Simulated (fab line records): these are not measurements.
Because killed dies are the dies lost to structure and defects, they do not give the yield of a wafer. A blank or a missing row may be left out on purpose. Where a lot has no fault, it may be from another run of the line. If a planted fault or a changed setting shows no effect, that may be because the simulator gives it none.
fab line records | flow nand-harc | part 2 of 2: steps 22 to 33 of 33
record lots=5 | wafers=15 | last-day=33
route steps=1302 shown P_M2@329 P_BONDPAD@351
lots that met no fault: from a run of the same line without faults
start-h: hours from the record's opening day to when the first of the lot's shown wafers began | wait-h: hours from the lot's prior step to this one | " repeats the value in the row above | L1.1+2: several wafers, shown together as one row | - value missing, or start not given | * or withheld: withheld | < > ~ a bound
route shown NAME@n: names a module that has steps shown in the file, with the first one's number in the route | usual: the fault-free wafers' mean and standard deviation | same: alike in all rows | chamber/n: place in a boat | sites: each site's reading | _std_site: standard deviation across them | _edge_site: the outer-site mean with the inner-site mean subtracted | radius-mm: for every site, how far away it sits from the centre of the wafer | mask NAME#n: copy n | behind: tool/chamber where the wafer was last shaped | hold: reason for holding the lot/hours on hold/outcome of the hold | device: names the non-switching transistor (n, p or np) | end of line: the tests these same wafers got at the end of their route | a step with no rows: only its recipe | killed: dies that structure and defects cost at the first sort, which is not the same as the wafer's yield | map: a wafer's dies, x killed, . not, _ none there
set.NAME: the run value of the setting; set.NAME@STEP: its run value at that earlier step | model.NAME: the simulator's own value behind a step, which no gauge read
lots at some steps of the route; a table a step, a row a wafer
services: a tool's chamber out of use, with start hour (start-h, from the record's first day; less than 0 if before it), hours out, and reason
## steps
# step NHARC_P_BONDPAD_DEP_00
# recipe target-thk-a=2500 | temp-c=370 | target-thk-nm=250 | pressure-torr=3 | flow-sccm=200 | rf-w=450 | material=SiCN
# usual heater-power-w=583/61 | susceptor-temp-C=369.99/0.21
lot.wafer | tool     | chamber | start-h | wait-h | heater-power-w | susceptor-temp-C
L076.2    | pecvd-01 | 1       | 147.87  | -      | 568            | 369.98
L076.5    | "        | 1       | "       | "      | 570            | 370.09
L076.4    | "        | 2       | "       | "      | 580            | 369.88
L079.1    | pecvd-01 | 0       | -       | -      | 643            | 370.18
L079.4    | "        | 1       | "       | "      | 543            | 370.29
L079.5    | "        | 2       | "       | "      | 474            | 370.12
L087.2    | pecvd-02 | 0       | 263.75  | -      | 589            | 369.98
L087.3    | "        | 1       | "       | "      | 613            | 370.10
L087.5    | "        | 1       | "       | "      | 624            | 369.93
L091.2    | pecvd-02 | 2       | -       | -      | 554            | 370.07
L091.6    | "        | 0       | "       | "      | 690            | 369.81
L091.4    | "        | 1       | "       | "      | 626            | 369.69
L094.3    | pecvd-01 | 2       | -       | -      | 560            | 370.31
L094.6    | "        | 2       | "       | "      | 550            | 370.11
L094.4    | "        | 0       | "       | "      | 609            | 369.73
# step NHARC_P_BONDPAD_CMP_32
# recipe target-thk-nm=200 | material=SiCN
# usual motor-current-A=11.7/0.97
lot.wafer | tool   | chamber | start-h | wait-h | motor-current-A
L076.2    | cmp-02 | 1       | 148.24  | -      | 9.8
L076.4    | "      | 2       | "       | "      | 13.3
L076.5    | "      | 2       | "       | "      | 12.3
L079.4    | cmp-02 | 0       | 181.45  | -      | 12.1
L079.1    | "      | 2       | "       | "      | 12.8
L079.5    | "      | 1       | "       | "      | 9.2
L087.2    | cmp-02 | 0       | 264.16  | -      | 12.4
L087.3    | "      | 1       | "       | "      | 9.6
L087.5    | "      | 0       | "       | "      | 12.7
L091.4    | cmp-01 | 3       | 303.41  | -      | 13.0
L091.2    | "      | 1       | "       | "      | 11.1
L091.6    | "      | 0       | "       | "      | 11.4
L094.3    | cmp-04 | 2       | 340.23  | -      | 11.4
L094.4    | "      | 0       | "       | "      | 11.6
L094.6    | "      | 3       | "       | "      | 12.1
# step NHARC_P_BONDPAD_THK_MEAS_33
# recipe thk-meas-gauge=ellipsometry
# usual thk-nm=200.1/1.4
lot.wafer | tool          | chamber | start-h | wait-h | thk-nm
L076.2    | film-metro-01 | -       | 148.49  | 0.2    | 199.7
L076.4    | "             | -       | "       | "      | 199.7
L076.5    | "             | -       | "       | "      | 201.7
L079.1    | film-metro-01 | -       | 181.70  | 0.2    | 201.1
L079.4    | "             | -       | "       | "      | 200.3
L079.5    | "             | -       | "       | "      | 199.3
L087.2    | film-metro-02 | -       | 264.41  | 0.2    | 200.0
L087.3    | "             | -       | "       | "      | 199.0
L087.5    | "             | -       | "       | "      | 200.7
L091.2    | film-metro-02 | -       | 303.66  | 0.2    | 201.5
L091.4    | "             | -       | "       | "      | 200.6
L091.6    | "             | -       | "       | "      | 200.8
L094.3    | film-metro-01 | -       | 340.48  | 0.2    | 198.2
L094.4    | "             | -       | "       | "      | 199.1
L094.6    | "             | -       | "       | "      | 202.3
# step NHARC_P_BONDPAD_SRD_34
lot.wafer  | tool         | chamber | start-h | wait-h
L076.4+2+5 | wet-bench-10 | 1,2,3   | 148.54  | 0.0
L079.4+1+5 | wet-bench-08 | 6,0,2   | 181.75  | 0.0
L087.3+5+2 | wet-bench-10 | 2,3,4   | 264.45  | 0.0
L091.2+4+6 | wet-bench-08 | 1,3,4   | 303.70  | 0.0
L094.4+6+3 | wet-bench-08 | 0,4,5   | 340.52  | 0.0
# step NHARC_P_BONDPAD_DEHYDRATE_01
# recipe temp-c=150 | time-s=120
# usual chill-plate-temp-C=23.00/0.11
lot.wafer | tool           | chamber | start-h | wait-h | chill-plate-temp-C
L076.2    | litho-track-02 | 0       | 148.61  | 0.1    | 22.87
L076.4    | "              | 0       | "       | "      | 22.83
L076.5    | "              | 0       | "       | "      | 22.91
L079.1    | litho-track-07 | 0       | 181.83  | 0.1    | 23.08
L079.4    | "              | 0       | "       | "      | 23.11
L079.5    | "              | 0       | "       | "      | 23.07
L087.2    | litho-track-02 | 0       | 264.53  | 0.1    | 23.10
L087.3    | "              | 0       | "       | "      | 23.10
L087.5    | "              | 0       | "       | "      | 23.04
L091.2    | litho-track-07 | 0       | 303.78  | 0.1    | 23.04
L091.4    | "              | 0       | "       | "      | 23.11
L091.6    | "              | 0       | "       | "      | 23.09
L094.3    | litho-track-03 | 0       | 340.61  | 0.1    | 22.96
L094.4    | "              | 0       | "       | "      | 22.98
L094.6    | "              | 0       | "       | "      | 22.98
# step NHARC_P_BONDPAD_HMDS_02
# recipe time-s=30
# usual chill-plate-temp-C=23.03/0.11
lot.wafer | tool           | chamber | start-h | wait-h | chill-plate-temp-C
L076.2    | litho-track-02 | 0       | -       | -      | 23.08
L076.4    | "              | 0       | "       | "      | 22.87
L076.5    | "              | 0       | "       | "      | 23.10
L079.1    | litho-track-07 | 0       | -       | -      | 23.22
L079.4    | "              | 0       | "       | "      | 23.08
L079.5    | "              | 0       | "       | "      | 23.13
L087.2    | litho-track-02 | 0       | -       | -      | 23.15
L087.3    | "              | 0       | "       | "      | 23.07
L087.5    | "              | 0       | "       | "      | 23.17
L091.2    | litho-track-07 | 0       | -       | -      | 22.97
L091.4    | "              | 0       | "       | "      | 23.06
L091.6    | "              | 0       | "       | "      | 23.11
L094.3    | litho-track-03 | 0       | -       | -      | 23.01
L094.4    | "              | 0       | "       | "      | 23.05
L094.6    | "              | 0       | "       | "      | 23.02
# step NHARC_P_BONDPAD_COAT_36
# recipe temp-c=200 | time-s=65
# usual chill-plate-temp-C=23.01/0.091
lot.wafer | tool           | chamber | start-h | wait-h | chill-plate-temp-C
L076.2    | litho-track-02 | 0       | -       | -      | 23.00
L076.4    | "              | 0       | "       | "      | 22.96
L076.5    | "              | 0       | "       | "      | 23.13
L079.1    | litho-track-07 | 0       | -       | -      | 22.93
L079.4    | "              | 0       | "       | "      | 23.04
L079.5    | "              | 0       | "       | "      | 22.87
L087.2    | litho-track-02 | 0       | -       | -      | 22.93
L087.3    | "              | 0       | "       | "      | 22.96
L087.5    | "              | 0       | "       | "      | 22.81
L091.2    | litho-track-07 | 0       | -       | -      | 22.97
L091.4    | "              | 0       | "       | "      | 22.98
L091.6    | "              | 0       | "       | "      | 23.08
L094.3    | litho-track-03 | 0       | -       | -      | 23.12
L094.4    | "              | 0       | "       | "      | 22.86
L094.6    | "              | 0       | "       | "      | 22.99
# step NHARC_P_BONDPAD_COAT_03
# recipe spin-rpm=2000 | resist-thk-nm=600
# usual chill-plate-temp-C=22.99/0.11
lot.wafer | tool           | chamber | start-h | wait-h | chill-plate-temp-C
L076.2    | litho-track-02 | 0       | -       | -      | 22.86
L076.4    | "              | 0       | "       | "      | 23.03
L076.5    | "              | 0       | "       | "      | 22.93
L079.1    | litho-track-07 | 0       | -       | -      | 22.83
L079.4    | "              | 0       | "       | "      | 22.99
L079.5    | "              | 0       | "       | "      | 22.86
L087.2    | litho-track-02 | 0       | -       | -      | 23.05
L087.3    | "              | 0       | "       | "      | 23.07
L087.5    | "              | 0       | "       | "      | 23.21
L091.2    | litho-track-07 | 0       | -       | -      | 22.76
L091.4    | "              | 0       | "       | "      | 22.86
L091.6    | "              | 0       | "       | "      | 23.01
L094.3    | litho-track-03 | 0       | -       | -      | 23.08
L094.4    | "              | 0       | "       | "      | 23.16
L094.6    | "              | 0       | "       | "      | 23.24
# step NHARC_P_BONDPAD_SOFTBAKE_04
# recipe temp-c=125 | time-s=70
# usual chill-plate-temp-C=23.02/0.11
lot.wafer | tool           | chamber | start-h | wait-h | chill-plate-temp-C
L076.2    | litho-track-02 | 0       | -       | -      | 23.00
L076.4    | "              | 0       | "       | "      | 23.10
L076.5    | "              | 0       | "       | "      | 23.00
L079.1    | litho-track-07 | 0       | -       | -      | 22.87
L079.4    | "              | 0       | "       | "      | 23.02
L079.5    | "              | 0       | "       | "      | 22.96
L087.2    | litho-track-02 | 0       | -       | -      | 22.98
L087.3    | "              | 0       | "       | "      | 23.24
L087.5    | "              | 0       | "       | "      | 23.15
L091.2    | litho-track-07 | 0       | -       | -      | 23.10
L091.4    | "              | 0       | "       | "      | 23.05
L091.6    | "              | 0       | "       | "      | 23.08
L094.3    | litho-track-03 | 0       | -       | -      | 22.77
L094.4    | "              | 0       | "       | "      | 22.86
L094.6    | "              | 0       | "       | "      | 22.95
# step NHARC_P_BONDPAD_EBR_05
# usual chill-plate-temp-C=23.00/0.095
lot.wafer | tool           | chamber | start-h | wait-h | chill-plate-temp-C
L076.2    | litho-track-02 | 0       | -       | -      | 23.00
L076.4    | "              | 0       | "       | "      | 22.84
L076.5    | "              | 0       | "       | "      | 22.81
L079.1    | litho-track-07 | 0       | -       | -      | 22.74
L079.4    | "              | 0       | "       | "      | 23.12
L079.5    | "              | 0       | "       | "      | 22.90
L087.2    | litho-track-02 | 0       | -       | -      | 22.99
L087.3    | "              | 0       | "       | "      | 23.12
L087.5    | "              | 0       | "       | "      | 23.07
L091.2    | litho-track-07 | 0       | -       | -      | 23.06
L091.4    | "              | 0       | "       | "      | 23.00
L091.6    | "              | 0       | "       | "      | 23.02
L094.3    | litho-track-03 | 0       | -       | -      | 23.14
L094.4    | "              | 0       | "       | "      | 23.14
L094.6    | "              | 0       | "       | "      | 22.88
# step NHARC_P_BONDPAD_EXPOSE_06
# recipe na=0.55 | dose-mj=37.06 | mask-id=P_BPAD
# same na=0.55
lot.wafer  | tool           | chamber | start-h | wait-h | mask
L076.2+4+5 | krf-scanner-01 | 0       | 148.91  | -      | P_BPAD#0
L079.1+4+5 | krf-scanner-03 | 0       | 181.99  | -      | P_BPAD#0
L087.2+3+5 | krf-scanner-03 | 0       | 264.70  | -      | P_BPAD#0
L091.2+4+6 | krf-scanner-02 | 0       | 304.08  | -      | P_BPAD#0
L094.3+4+6 | krf-scanner-01 | 0       | 340.91  | -      | P_BPAD#0
# step NHARC_P_BONDPAD_PEB_07
# recipe peb-temp-c=128 | peb-time-s=80
# usual chill-plate-temp-C=22.99/0.12
lot.wafer | tool           | chamber | start-h | wait-h | chill-plate-temp-C
L076.2    | litho-track-03 | 0       | 148.97  | 0.1    | 22.87
L076.4    | "              | 0       | "       | "      | 22.87
L076.5    | "              | 0       | "       | "      | 23.05
L079.1    | litho-track-07 | 0       | 182.06  | 0.1    | 23.02
L079.4    | "              | 0       | "       | "      | 22.77
L079.5    | "              | 0       | "       | "      | 22.81
L087.2    | litho-track-07 | 0       | 264.77  | 0.1    | 22.87
L087.3    | "              | 0       | "       | "      | 22.95
L087.5    | "              | 0       | "       | "      | 22.82
L091.2    | litho-track-07 | 0       | 304.14  | 0.1    | 22.89
L091.4    | "              | 0       | "       | "      | 22.97
L091.6    | "              | 0       | "       | "      | 22.89
L094.3    | litho-track-07 | 0       | 340.96  | 0.1    | 22.95
L094.4    | "              | 0       | "       | "      | 22.99
L094.6    | "              | 0       | "       | "      | 22.77
## services
tool           | chamber | start-h | hours | kind
pecvd-01       | -       | 127.34  | 1.6   | repair
pecvd-01       | -       | 131.73  | 13.0  | pm
wet-bench-10   | -       | 135.21  | 8.0   | pm
pvd-sputter-03 | -       | 152.15  | 6.9   | repair
pvd-sputter-03 | -       | 171.58  | 10.0  | pm
pvd-sputter-01 | -       | 175.32  | 3.9   | repair
rie-diel-01    | 0       | 188.55  | 13.6  | repair
rie-diel-05    | 1       | 191.23  | 5.5   | repair
rie-diel-01    | -       | 203.80  | 9.0   | pm
pvd-sputter-01 | -       | 208.35  | 10.5  | repair
pecvd-01       | -       | 210.73  | 13.2  | repair
rie-diel-01    | 0       | 225.05  | 2.0   | repair
pvd-sputter-01 | -       | 226.00  | 10.0  | pm
litho-track-02 | -       | 227.00  | 7.0   | pm
rie-diel-05    | -       | 229.60  | 9.0   | pm
pvd-sputter-01 | -       | 248.13  | 2.1   | repair
litho-track-07 | -       | 251.00  | 7.0   | pm
rie-diel-05    | 3       | 260.30  | 22.7  | repair
pecvd-01       | -       | 266.16  | 0.3   | repair
litho-track-03 | -       | 275.00  | 7.0   | pm
pvd-sputter-01 | -       | 280.54  | 0.9   | repair
wet-bench-10   | -       | 311.21  | 8.0   | pm
pecvd-01       | -       | 312.73  | 13.0  | pm
pvd-sputter-01 | -       | 330.87  | 9.8   | repair
